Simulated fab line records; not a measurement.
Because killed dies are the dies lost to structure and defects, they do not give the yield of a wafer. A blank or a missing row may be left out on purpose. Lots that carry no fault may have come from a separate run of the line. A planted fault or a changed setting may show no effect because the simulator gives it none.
fab line records	flow n5-finfet	part 2 of 2: steps 5 to 6 of 6
[record] lots = 23	wafers = 69	last-day = 19
route steps=1938 shown BEOL_M7@1301 BEOL_M8@1368
lots untouched by any fault: they come from a run of this same line in which no faults occurred
start-h: hours from the record's first day to the start of the lot's first wafer shown	wait-h: hours elapsed since this lot's preceding step	" as in the row above	L1.1+2: several wafers, shown together as one row	- no value, or no start given	* or withheld: withheld	< > ~ a bound
route shown NAME@n: a module of which the file shows steps, and the number in the route of the first	usual: mean and standard deviation over wafers with no fault	same: alike in all rows	chamber/n: place in a boat	sites: per-site readings	_std_site: their standard deviation	_edge_site: outer sites' mean less inner sites'	radius-mm: how far each site lies from the wafer's centre	mask NAME#n: copy n	behind: the tool/chamber that last shaped the wafer	hold: why the lot went on hold/how many hours it stayed there/how the hold came to an end	device: whichever transistor did not switch (one of n, p or np)	end of line: the same wafers' tests at the end of the route	for a step that has no rows: nothing shown but its recipe	killed: at the first sort, the dies lost to defects and structure; wafer yield is something else	map: a wafer's dies, x killed, . not, _ none there
set.NAME: the setting the step ran with; set.NAME@STEP: the setting that earlier step ran with	model.NAME: the simulator's own value behind a step, which no gauge read
one table for each step of the route and one row for each wafer, over a sample of lots
services: when a tool's chamber went out of use (start-h, in hours from the record's first day, below 0 if earlier), for how many hours, and the reason
[[steps]]
[step N5_BEOL_M8_DESCUM_33]
[recipe] chemistry = O2	time-s = 7	source-power-w = 50	bias-power-w = 20	pressure-mtorr = 20	rf-frequency-hz = 2.712e+07	temp-c = 40	resist = CAR-EUV	o2-flow-sccm = 225
[usual] drypump-motor-current-A = 5.7/0.42	oes-product-au = 0.78/0.086	rf-vpp-V = 243.3/1.1	showerhead-plenum-p-Torr = 2.10/0.043	throttle-valve-pct = 20.45/0.23
lot.wafer	tool	chamber	start-h	wait-h	drypump-motor-current-A	oes-product-au	rf-hours-counter-h	rf-vpp-V	showerhead-plenum-p-Torr	throttle-valve-pct
L074.3	rie-diel-05	0	237.38	0.0	6.2	0.71	188	242.8	2.10	20.83
L074.5	"	1	"	"	5.4	0.73	-	244.1	2.07	20.63
L074.6	"	0	"	"	6.2	0.71	-	242.5	2.10	20.83
L075.2	rie-diel-05	3	240.39	0.0	5.3	0.85	49	243.3	2.12	20.22
L075.3	"	2	"	"	5.5	0.67	237	242.8	2.07	20.49
L075.5	"	2	"	"	5.5	0.67	-	243.9	2.07	20.49
L076.1	rie-diel-02	0	240.70	0.2	5.2	0.67	247	243.6	2.15	20.83
L076.2	"	2	"	"	5.8	0.84	65	242.9	2.12	20.40
L076.6	"	0	"	"	5.2	0.67	-	244.2	2.15	20.85
L077.1	rie-diel-02	2	251.39	0.0	5.8	0.83	69	244.0	2.12	20.40
L077.2	"	1	"	"	5.0	0.68	250	242.1	2.06	20.57
L077.6	"	3	"	"	6.3	0.89	-	244.4	2.21	20.30
L078.1	rie-diel-02	3	257.45	0.2	6.3	0.88	44	246.3	2.21	20.32
L078.3	"	2	"	"	5.8	0.83	71	244.2	2.12	20.43
L078.4	"	1	"	"	5.0	0.68	-	242.0	2.06	20.57
L080.3	rie-diel-05	1	270.63	0.0	5.4	0.71	202	242.2	2.07	20.67
L080.5	"	3	"	"	5.3	0.84	-	244.8	2.11	20.25
L080.6	"	2	"	"	5.5	0.65	-	243.7	2.07	20.53
L079.1	rie-diel-06	0	276.00	0.1	5.8	0.85	66	243.9	2.11	20.42
L079.3	"	1	"	"	5.8	0.80	69	243.4	2.10	20.04
L079.6	"	2	"	"	6.3	0.69	-	242.1	2.05	20.48
L081.1	rie-diel-05	1	276.14	0.2	5.4	0.71	205	242.9	2.06	20.66
L081.2	"	3	"	"	5.3	0.83	63	244.6	2.11	20.25
L081.5	"	0	"	"	6.2	0.69	-	243.3	2.09	20.84
L082.1	rie-diel-06	3	282.96	0.2	5.8	0.71	210	243.0	2.08	20.63
L082.2	"	1	"	"	5.7	0.80	71	243.4	2.10	20.05
L082.6	"	0	"	"	5.8	0.85	-	243.3	2.11	20.41
L083.1	rie-diel-02	2	286.34	0.0	5.8	0.82	83	243.9	2.12	20.42
L083.2	"	0	"	"	5.2	0.92	8	242.0	2.14	20.40
L083.3	"	3	"	"	6.4	0.88	58	244.6	2.21	20.34
L087.2	rie-diel-05	0	303.78	0.4	6.3	0.69	214	242.8	2.09	20.87
L087.5	"	1	"	"	5.4	0.72	-	242.5	2.06	20.66
L087.6	"	0	"	"	6.2	0.68	-	243.8	2.09	20.86
L085.1	rie-diel-05	2	310.94	0.2	5.5	0.94	6	244.1	2.07	20.13
L085.3	"	0	"	"	6.2	0.68	218	241.7	2.09	20.88
L085.6	"	3	"	"	5.3	0.82	-	243.6	2.11	20.29
L086.1	rie-diel-05	1	314.61	0.0	5.4	0.70	220	243.6	2.06	20.70
L086.3	"	3	"	"	5.3	0.81	79	244.6	2.11	20.28
L086.5	"	0	"	"	6.2	0.69	-	243.1	2.09	20.89
L089.1	rie-diel-06	3	318.57	0.0	5.8	0.69	224	243.4	2.08	20.66
L089.3	"	0	"	"	5.8	0.84	81	243.6	2.11	20.47
L089.6	"	3	"	"	5.8	0.68	-	244.2	2.08	20.67
L091.1	rie-diel-05	3	324.31	0.0	5.3	0.81	83	243.3	2.10	20.28
L091.4	"	1	"	"	5.4	0.70	224	242.1	2.06	20.70
L091.6	"	0	"	"	6.2	0.68	-	241.2	2.09	20.89
L088.3	rie-diel-02	2	325.73	0.1	5.8	0.80	100	243.4	2.11	20.45
L088.5	"	0	"	"	5.2	0.89	-	244.4	2.14	20.43
L088.6	"	3	"	"	6.4	0.85	-	243.2	2.20	20.36
L092.2	rie-diel-02	2	328.54	0.0	5.8	0.79	101	243.5	2.11	20.46
L092.3	"	3	"	"	6.3	0.83	76	243.6	2.20	20.35
L092.6	"	2	"	"	5.8	0.79	-	245.6	2.11	20.47
L090.1	rie-diel-02	2	341.48	0.1	5.8	0.79	107	243.1	2.11	20.46
L090.3	"	0	"	"	5.1	0.87	30	244.6	2.14	20.43
L090.5	"	3	"	"	6.4	0.83	-	244.6	2.20	20.35
L095.1	rie-diel-06	0	351.92	0.0	5.8	0.81	96	243.5	2.10	20.49
L095.4	"	1	"	"	5.7	0.77	-	243.2	2.09	20.09
L095.6	"	0	"	"	5.8	0.82	-	243.1	2.10	20.50
L093.1	rie-diel-06	3	354.52	0.0	5.8	0.68	240	242.5	2.07	20.69
L093.3	"	0	"	"	5.8	0.81	97	244.4	2.10	20.48
L093.5	"	3	"	"	5.8	0.68	-	242.7	2.07	20.68
L094.1	rie-diel-05	0	364.77	0.0	6.2	0.67	239	242.5	2.08	20.89
L094.2	"	2	"	"	5.5	0.90	24	242.7	2.06	20.16
L094.5	"	2	"	"	5.5	0.89	-	242.6	2.06	20.15
L097.1	rie-diel-06	3	387.02	0.1	5.8	0.67	249	242.3	2.07	20.72
L097.3	"	0	"	"	5.8	0.80	107	244.0	2.10	20.50
L097.6	"	3	"	"	5.8	0.67	-	243.0	2.07	20.70
L096.1	rie-diel-02	1	390.40	0.1	4.9	0.89	34	241.2	2.05	20.22
L096.3	"	0	"	"	5.2	0.84	42	244.0	2.13	20.46
L096.4	"	2	"	"	5.8	0.77	125	241.9	2.10	20.50
[step N5_BEOL_M8_ETCH_72]
[recipe] chemistry = N2/H2	target = underlayer	target-depth-a = 65	mask-material = CAR-EUV	time-s = 5.2	ion-energy-ev = 200	pressure-mtorr = 30	source-w = 840	bias-w = 150	n2-flow-sccm = 200	h2-flow-sccm = 200	ends = cleared
[usual] drypump-motor-current-A = 5.7/0.42	etch-rf-on-time-s = 5.22/0.11	oes-product-au = 0.67/0.073	rf-vpp-V = 524.2/2.3	showerhead-plenum-p-Torr = 2.55/0.054	throttle-valve-pct = 17.86/0.19
lot.wafer	tool	chamber	start-h	wait-h	drypump-motor-current-A	etch-rf-on-time-s	oes-product-au	rf-hours-counter-h	rf-vpp-V	showerhead-plenum-p-Torr	throttle-valve-pct
L074.3	rie-diel-05	0	237.42	0.0	6.2	5.30	0.60	188	523.4	2.52	18.04
L074.5	"	1	"	"	5.4	5.20	0.62	-	524.3	2.53	18.11
L074.6	"	0	"	"	6.2	5.30	0.59	-	525.8	2.52	18.05
L075.2	rie-diel-05	3	240.43	0.0	5.3	5.12	0.71	49	526.5	2.60	17.86
L075.3	"	2	"	"	5.5	5.38	0.57	237	523.6	2.51	17.89
L075.5	"	2	"	"	5.5	5.40	0.57	-	521.2	2.51	17.90
L076.1	rie-diel-02	0	240.74	0.0	5.2	5.20	0.58	247	526.1	2.60	18.17
L076.2	"	2	"	"	5.8	5.24	0.69	65	522.6	2.57	17.82
L076.6	"	0	"	"	5.2	5.20	0.59	-	526.2	2.60	18.19
L077.1	rie-diel-02	2	251.43	0.0	5.8	5.35	0.70	69	524.7	2.57	17.83
L077.2	"	1	"	"	5.0	5.45	0.57	250	520.8	2.49	17.95
L077.6	"	3	"	"	6.4	5.23	0.73	-	529.4	2.67	17.53
L078.1	rie-diel-02	3	257.48	0.0	6.4	5.22	0.74	44	527.1	2.67	17.47
L078.3	"	2	"	"	5.8	5.33	0.69	71	526.2	2.57	17.82
L078.4	"	1	"	"	5.0	5.45	0.56	-	521.4	2.49	17.97
L080.3	rie-diel-05	1	270.66	0.0	5.4	5.20	0.61	202	521.6	2.52	18.11
L080.5	"	3	"	"	5.3	5.10	0.72	-	523.4	2.59	17.88
L080.6	"	2	"	"	5.5	5.44	0.57	-	523.9	2.51	17.92
L079.1	rie-diel-06	0	276.04	0.0	5.8	5.19	0.71	66	524.1	2.56	17.90
L079.3	"	1	"	"	5.7	5.23	0.69	69	523.9	2.60	17.79
L079.6	"	2	"	"	6.3	5.37	0.58	-	522.8	2.50	17.91
L081.1	rie-diel-05	1	276.18	0.0	5.4	5.12	0.61	205	522.0	2.52	18.14
L081.2	"	3	"	"	5.3	5.00	0.71	63	525.3	2.59	17.89
L081.5	"	0	"	"	6.3	5.26	0.59	-	522.4	2.51	18.08
L082.1	rie-diel-06	3	282.99	0.0	5.8	5.19	0.60	210	522.9	2.50	17.84
L082.2	"	1	"	"	5.8	5.11	0.70	71	526.1	2.60	17.77
L082.6	"	0	"	"	5.8	5.16	0.72	-	524.9	2.56	17.89
L083.1	rie-diel-02	2	286.37	0.0	5.8	5.32	0.67	83	524.9	2.56	17.86
L083.2	"	0	"	"	5.2	5.14	0.80	8	526.4	2.59	17.69
L083.3	"	3	"	"	6.4	5.20	0.74	58	527.7	2.67	17.54
L087.2	rie-diel-05	0	303.81	0.0	6.2	5.33	0.58	214	522.9	2.51	18.09
L087.5	"	1	"	"	5.4	5.11	0.60	-	520.9	2.52	18.15
L087.6	"	0	"	"	6.2	5.38	0.57	-	524.9	2.51	18.07
L085.1	rie-diel-05	2	310.97	0.0	5.5	5.22	0.81	6	523.0	2.50	17.50
L085.3	"	0	"	"	6.3	5.30	0.58	218	522.7	2.50	18.10
L085.6	"	3	"	"	5.3	4.97	0.69	-	525.1	2.58	17.94
L086.1	rie-diel-05	1	314.64	0.0	5.4	5.13	0.61	220	522.3	2.51	18.15
L086.3	"	3	"	"	5.3	5.01	0.70	79	526.9	2.58	17.92
L086.5	"	0	"	"	6.2	5.29	0.58	-	522.4	2.50	18.09
L089.1	rie-diel-06	3	318.61	0.0	5.8	5.26	0.60	224	517.8	2.49	17.86
L089.3	"	0	"	"	5.8	5.15	0.71	81	525.7	2.56	17.94
L089.6	"	3	"	"	5.8	5.21	0.59	-	524.0	2.49	17.88
L091.1	rie-diel-05	3	324.35	0.0	5.3	4.98	0.71	83	524.4	2.58	17.94
L091.4	"	1	"	"	5.4	5.20	0.59	224	523.9	2.51	18.14
L091.6	"	0	"	"	6.2	5.42	0.57	-	522.5	2.50	18.10
L088.3	rie-diel-02	2	325.77	0.0	5.8	5.38	0.66	100	524.7	2.56	17.86
L088.5	"	0	"	"	5.2	5.18	0.76	-	523.3	2.58	17.74
L088.6	"	3	"	"	6.4	5.24	0.71	-	529.6	2.66	17.56
L092.2	rie-diel-02	2	328.58	0.0	5.8	5.28	0.67	101	522.6	2.56	17.89
L092.3	"	3	"	"	6.3	5.25	0.71	76	529.4	2.66	17.54
L092.6	"	2	"	"	5.8	5.28	0.66	-	525.0	2.55	17.87
L090.1	rie-diel-02	2	341.51	0.0	5.8	5.26	0.66	107	521.1	2.55	17.87
L090.3	"	0	"	"	5.2	5.07	0.76	30	524.1	2.58	17.75
L090.5	"	3	"	"	6.4	5.10	0.71	-	529.1	2.66	17.57
L095.1	rie-diel-06	0	351.95	0.0	5.8	5.19	0.70	96	526.6	2.55	17.96
L095.4	"	1	"	"	5.7	5.17	0.67	-	524.4	2.59	17.82
L095.6	"	0	"	"	5.8	5.16	0.69	-	525.2	2.55	17.93
L093.1	rie-diel-06	3	354.55	0.0	5.9	5.28	0.59	240	521.7	2.48	17.89
L093.3	"	0	"	"	5.8	5.23	0.70	97	521.5	2.55	17.94
L093.5	"	3	"	"	5.8	5.24	0.58	-	521.5	2.49	17.91
L094.1	rie-diel-05	0	364.81	0.0	6.2	5.32	0.56	239	524.6	2.50	18.15
L094.2	"	2	"	"	5.5	5.19	0.77	24	522.2	2.50	17.50
L094.5	"	2	"	"	5.5	5.19	0.75	-	520.2	2.50	17.54
L097.1	rie-diel-06	3	387.05	0.0	5.8	5.27	0.59	249	523.6	2.48	17.92
L097.3	"	0	"	"	5.8	5.21	0.68	107	525.8	2.55	17.95
L097.6	"	3	"	"	5.8	5.26	0.58	-	523.0	2.48	17.92
L096.1	rie-diel-02	1	390.44	0.0	5.0	5.36	0.74	34	523.4	2.47	17.56
L096.3	"	0	"	"	5.1	5.22	0.72	42	523.6	2.58	17.77
L096.4	"	2	"	"	5.8	5.31	0.64	125	526.3	2.54	17.92
[[services]]
tool	chamber	start-h	hours	kind
rie-diel-04	0	210.17	13.3	repair
rie-diel-02	2	212.97	7.8	repair
rie-diel-02	0	233.99	1.9	repair
rie-diel-02	0	250.82	-	clean
rie-diel-02	0	250.82	-	consumable-replace:focus-ring
rie-diel-02	0	250.82	18.0	scheduled-down
rie-diel-02	0	250.82	18.0	vent-cycle
rie-diel-02	1	269.00	-	clean
rie-diel-02	1	269.00	-	consumable-replace:focus-ring
rie-diel-02	2	274.60	2.7	repair
rie-diel-05	2	276.14	-	clean
rie-diel-05	2	276.14	-	consumable-replace:focus-ring
rie-diel-05	2	276.14	16.3	scheduled-down
rie-diel-05	2	276.14	16.3	vent-cycle
rie-diel-01	3	288.09	4.2	repair
rie-diel-04	0	309.05	-	clean
rie-diel-04	0	309.05	-	consumable-replace:focus-ring
rie-diel-06	2	318.16	10.9	repair
rie-diel-02	0	359.18	8.3	repair
rie-diel-04	1	360.52	12.7	repair
rie-diel-01	0	369.92	15.6	repair
rie-diel-01	1	385.57	-	clean
rie-diel-01	1	385.57	-	consumable-replace:focus-ring
rie-diel-01	3	388.99	2.6	repair
